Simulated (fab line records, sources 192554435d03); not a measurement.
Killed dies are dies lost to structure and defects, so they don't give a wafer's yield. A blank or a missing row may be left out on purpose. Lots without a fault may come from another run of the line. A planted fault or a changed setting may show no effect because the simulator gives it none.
fab line records | flow n5_finfet
record lots=11 wafers=33 last_day=18
route steps=1938 shown BEOL_M7@1316 BEOL_M8@1332
lots that met no fault: from a run of the same line without faults
start_h: hours from the record's first day to the start of the lot's first wafer shown | wait_h: hours since the lot's step before | " the same as in the row above | L1.1+2: a row that stands for several wafers | - no value, or no start given | * or withheld: withheld | < > ~ a bound
route shown NAME@n: a module of which the file shows steps, and the number in the route of the first | usual: mean/standard deviation of fault-free wafers | same: alike in all rows | chamber/n: place in a boat | sites: the reading at each site | _std_site: their standard deviation | _edge_site: outer sites' mean less inner sites' | radius_mm: how far each site lies from the wafer's centre | mask NAME#n: copy n | behind: the tool/chamber that last shaped the wafer | hold: why the lot was held/for how many hours/how that ended | device: the transistor (n, p or np) that didn't switch | end of line: the same wafers' tests at the end of the route | a step without rows: its recipe alone | killed: dies lost to structure and defects at the first sort, not the wafer's yield | map: a wafer's dies, x killed, . not, _ none there
set.NAME: the setting as run; set.NAME@STEP: as run at that earlier step | model.NAME: the simulator's own value behind a step, which no gauge read
steps of the route over a sample of lots; a table a step, a row a wafer
services: from which hour (start_h, from the record's first day; less than 0 if before it) a tool's chamber was out of use, for how many hours, and why
## steps
# step N5_BEOL_M7_CD_MEAS_35
# recipe target_cd_nm=40 polarity=opening
# usual cd_nm=39.8/0.43
# columns lot.wafer tool chamber start_h wait_h cd_nm
L491.1 cd_sem-02 - 193.43 0.0 39.0
L491.2 " - " " 39.7
L491.3 " - " " 39.5
L495.2 cd_sem-01 - 218.21 0.0 40.0
L495.4 " - " " 40.5
L495.5 " - " " 40.5
L498.3 cd_sem-03 - 226.58 0.0 39.7
L498.4 " - " " 39.6
L498.5 " - " " 39.9
L499.3 cd_sem-02 - 250.55 0.0 39.5
L499.5 " - " " 40.0
L499.6 " - " " 40.2
L503.2 cd_sem-02 - 265.15 0.0 39.9
L503.4 " - " " 39.6
L503.5 " - " " 40.1
L505.1 cd_sem-02 - 278.67 0.0 40.7
L505.5 " - " " 39.8
L505.6 " - " " 40.1
L507.1 cd_sem-03 - 281.32 0.0 39.7
L507.4 " - " " 39.5
L507.5 " - " " 39.5
L506.3 cd_sem-02 - 281.41 0.0 40.3
L506.5 " - " " 39.4
L506.6 " - " " 40.5
L508.4 cd_sem-03 - 307.38 0.0 39.9
L508.5 " - " " 39.6
L508.6 " - " " 39.7
L511.2 cd_sem-02 - 330.96 0.0 39.5
L511.4 " - " " 40.1
L511.6 " - " " 39.8
L512.1 cd_sem-02 - 341.79 0.0 40.5
L512.5 " - " " 40.3
L512.6 " - " " 40.6
# step N5_BEOL_M7_DEGAS_44
# recipe ambient=vacuum temp_c=250 time_s=60
# usual heater_power_w=335/37
# columns lot.wafer tool chamber start_h wait_h heater_power_w
L491.1 pvd_sputter-03 - 193.80 0.3 273
L491.2 " - " " 305
L491.3 " - " " 397
L495.2 pvd_sputter-03 - 218.65 0.3 362
L495.4 " - " " 395
L495.5 " - " " 272
L498.3 pvd_sputter-02 - 228.00 1.2 373
L498.4 " - " " 337
L498.5 " - " " 339
L499.3 pvd_sputter-03 - 250.96 0.2 302
L499.5 " - " " 269
L499.6 " - " " 401
L503.2 pvd_sputter-02 - 268.39 3.0 364
L503.4 " - " " 338
L503.5 " - " " 350
L505.1 pvd_sputter-03 - 279.10 0.3 387
L505.5 " - " " 400
L505.6 " - " " 272
L507.1 pvd_sputter-02 - 281.75 0.3 336
L507.4 " - " " 316
L507.5 " - " " 325
L506.3 pvd_sputter-03 - 281.90 0.2 305
L506.5 " - " " 391
L506.6 " - " " 362
L508.4 pvd_sputter-03 - 308.27 0.7 394
L508.5 " - " " 312
L508.6 " - " " 341
L511.2 pvd_sputter-01 - 331.51 0.4 351
L511.4 " - " " 325
L511.6 " - " " 278
L512.1 pvd_sputter-03 - 342.23 0.3 399
L512.5 " - " " 364
L512.6 " - " " 301
# step N5_BEOL_M8_ILD_DEP_00
# recipe material=SiCOH_lowk target_thk_a=1797.5 temp_c=300 precursor=DEMS/porogen pressure_torr=5 rf_w=500 time_s=33.4
# usual heater_power_w=300/45 rf_fwd_power_W=494.9/2.3 showerhead_plenum_p_Torr=5.745/0.015 susceptor_temp_C=300.00/0.18 throttle_valve_pct=14.1/0.57
# columns lot.wafer tool chamber start_h wait_h heater_power_w rf_fwd_power_W showerhead_plenum_p_Torr susceptor_temp_C throttle_valve_pct
L491.1 pecvd-04 2 195.40 0.0 361 496.6 5.717 299.92 13.9
L491.2 " 1 " " 353 497.7 5.720 299.99 13.9
L491.3 " 2 " " 373 497.0 5.726 299.83 14.0
L495.2 pecvd-04 0 220.67 0.0 280 489.6 5.729 300.25 14.4
L495.4 " 1 " " 311 496.7 5.732 300.35 14.0
L495.5 " 2 " " 355 494.0 5.723 300.30 13.9
L498.3 pecvd-03 2 229.61 0.0 207 498.6 5.758 300.25 13.9
L498.4 " 2 " " 211 494.9 5.736 299.90 13.7
L498.5 " 0 " " 292 492.8 5.739 299.95 15.4
L499.3 pecvd-03 0 252.83 0.0 239 494.7 5.756 299.84 15.4
L499.5 " 2 " " 268 496.3 5.757 300.16 14.0
L499.6 " 1 " " 336 493.6 5.748 300.06 14.2
L503.2 pecvd-04 2 270.16 0.0 282 495.7 5.715 287.67 14.2
L503.4 " 1 " " 359 496.2 5.733 300.31 13.9
L503.5 " 0 " " 232 493.6 5.732 300.16 14.3
L505.1 pecvd-03 0 283.09 0.0 278 493.0 5.748 300.22 15.4
L505.5 " 1 " " 316 497.7 5.765 300.03 13.8
L505.6 " 2 " " 207 496.6 5.743 300.15 14.0
L507.1 pecvd-02 1 283.86 0.0 254 496.6 5.746 300.10 13.4
L507.4 " 2 " " 286 494.9 5.742 299.69 14.0
L507.5 " 1 " " 262 495.4 5.760 300.11 13.4
L506.3 pecvd-03 1 284.31 0.0 323 496.0 5.759 299.96 13.8
L506.5 " 1 " " 327 492.8 5.757 299.96 13.8
L506.6 " 2 " " 256 498.8 5.762 299.89 13.9
L508.4 pecvd-03 2 309.95 0.1 244 495.0 5.755 299.58 13.9
L508.5 " 0 " " 279 495.3 5.743 300.18 15.2
L508.6 " 2 " " 249 498.1 5.739 300.09 14.0
L511.2 pecvd-02 1 333.84 0.0 294 495.1 5.770 300.08 13.1
L511.4 " 0 " " 319 495.6 5.745 299.58 14.4
L511.6 " 1 " " 289 494.3 5.768 299.97 13.4
L512.1 pecvd-03 1 345.33 0.0 358 494.9 5.760 300.03 13.9
L512.5 " 0 " " 230 492.9 5.746 299.91 15.5
L512.6 " 2 " " 271 495.7 5.751 300.05 14.0
# step N5_BEOL_M8_THK_MEAS_01
# recipe reads=SiCOH_lowk_of_BEOL_M8_ILD_DEP_00
# usual M8_ILD_THK=155.1/1.9
# columns lot.wafer tool chamber start_h wait_h M8_ILD_THK[nm]
L491.1 film_metro-01 - 196.48 0.8 152.3
L491.2 " - " " 150.3
L491.3 " - " " 154.2
L495.2 film_metro-01 - 221.25 0.4 151.2
L495.4 " - " " 152.7
L495.5 " - " " 157.0
L498.3 film_metro-02 - 230.19 0.3 153.2
L498.4 " - " " 157.0
L498.5 " - " " 157.7
L499.3 film_metro-02 - 253.41 0.3 153.3
L499.5 " - " " 154.6
L499.6 " - " " 156.4
L503.2 film_metro-01 - 270.75 0.4 166.7
L503.4 " - " " 158.1
L503.5 " - " " 156.9
L505.1 film_metro-02 - 283.67 0.4 153.8
L505.5 " - " " 156.5
L505.6 " - " " 155.3
L507.1 film_metro-01 - 284.44 0.4 156.6
L507.4 " - " " 156.5
L507.5 " - " " 157.1
L506.3 film_metro-02 - 284.89 0.3 155.4
L506.5 " - " " 157.7
L506.6 " - " " 157.3
L508.4 film_metro-01 - 310.53 0.2 158.1
L508.5 " - " " 157.1
L508.6 " - " " 157.3
L511.2 film_metro-02 - 334.43 0.4 153.8
L511.4 " - " " 157.3
L511.6 " - " " 154.3
L512.1 film_metro-01 - 345.91 0.4 152.3
L512.5 " - " " 157.2
L512.6 " - " " 153.8
# step N5_BEOL_M8_HM_DEP_02
# recipe material=TiN target_thk_a=200 temp_c=25 chamber_pressure_pa=0.49996
# usual susceptor_temp_C=25.00/0.11 throttle_valve_pct=30.8/0.77
# columns lot.wafer tool chamber start_h wait_h susceptor_temp_C throttle_valve_pct
L491.1 pvd_sputter-02 - 197.89 1.4 24.87 31.1
L491.2 " - " " 25.21 30.2
L491.3 " - " " 25.09 32.1
L495.2 pvd_sputter-01 - 221.90 0.6 24.92 31.4
L495.4 " - " " 24.89 30.4
L495.5 " - " " 25.00 30.7
L498.3 pvd_sputter-03 - 231.55 1.3 25.01 29.3
L498.4 " - " " 25.06 30.9
L498.5 " - " " 25.02 30.5
L499.3 pvd_sputter-03 - 254.78 1.3 24.99 31.4
L499.5 " - " " 25.17 31.3
L499.6 " - " " 25.06 30.5
L503.2 pvd_sputter-01 - 272.57 1.8 24.90 31.4
L503.4 " - " " 25.14 30.6
L503.5 " - " " 25.18 30.3
L505.1 pvd_sputter-01 - 284.19 0.5 25.03 30.8
L505.5 " - " " 24.89 30.6
L505.6 " - " " 25.03 31.1
L507.1 pvd_sputter-02 - 284.90 0.4 25.13 32.0
L507.4 " - " " 24.92 31.2
L507.5 " - " " 25.18 31.3
L506.3 pvd_sputter-01 - 286.97 2.0 24.93 30.4
L506.5 " - " " 25.06 30.3
L506.6 " - " " 25.05 30.5
L508.4 pvd_sputter-02 - 313.69 3.1 24.88 30.2
L508.5 " - " " 24.88 31.2
L508.6 " - " " 25.09 31.1
L511.2 pvd_sputter-03 - 335.01 0.5 24.84 29.3
L511.4 " - " " 24.97 30.3
L511.6 " - " " 25.13 30.0
L512.1 pvd_sputter-03 - 347.07 1.1 24.99 31.3
L512.5 " - " " 25.02 30.0
L512.6 " - " " 25.08 29.2
## services
# columns tool chamber start_h hours kind
pecvd-02 1 173.68 2.1 scheduled_down
pecvd-04 0 190.36 5.5 scheduled_down
pecvd-04 2 234.50 16.5 scheduled_down
pecvd-03 - 254.41 2.8 pm
pecvd-02 2 286.00 2.1 scheduled_down
pecvd-03 1 304.93 5.0 scheduled_down
pvd_sputter-02 - 347.06 1.0 repair
## key
first_sign step=N5_BEOL_M8_ILD_DEP_00 reading=susceptor_temp_C direction=down sigmas=68 usual=* struck=*
effect step=N5_BEOL_M8_THK_MEAS_01 reading=M8_ILD_THK direction=up sigmas=6 usual=155.1 struck=166.7
met_at N5_BEOL_M8_ILD_DEP_00
struck_lots L503
struck_wafers L503.2
not_acting_at N5_BEOL_M7_CD_MEAS_35,N5_BEOL_M7_DEGAS_44,N5_BEOL_M8_HM_DEP_02
onset_between 220.67 270.16
fault kind=process_parameter_drift tool=pecvd-04 chamber=2 onset_h=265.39 steps=N5_BEOL_M8_ILD_DEP_00 channel=temp_c offset=* shape=step end_h=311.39 acts_in=* stated=*
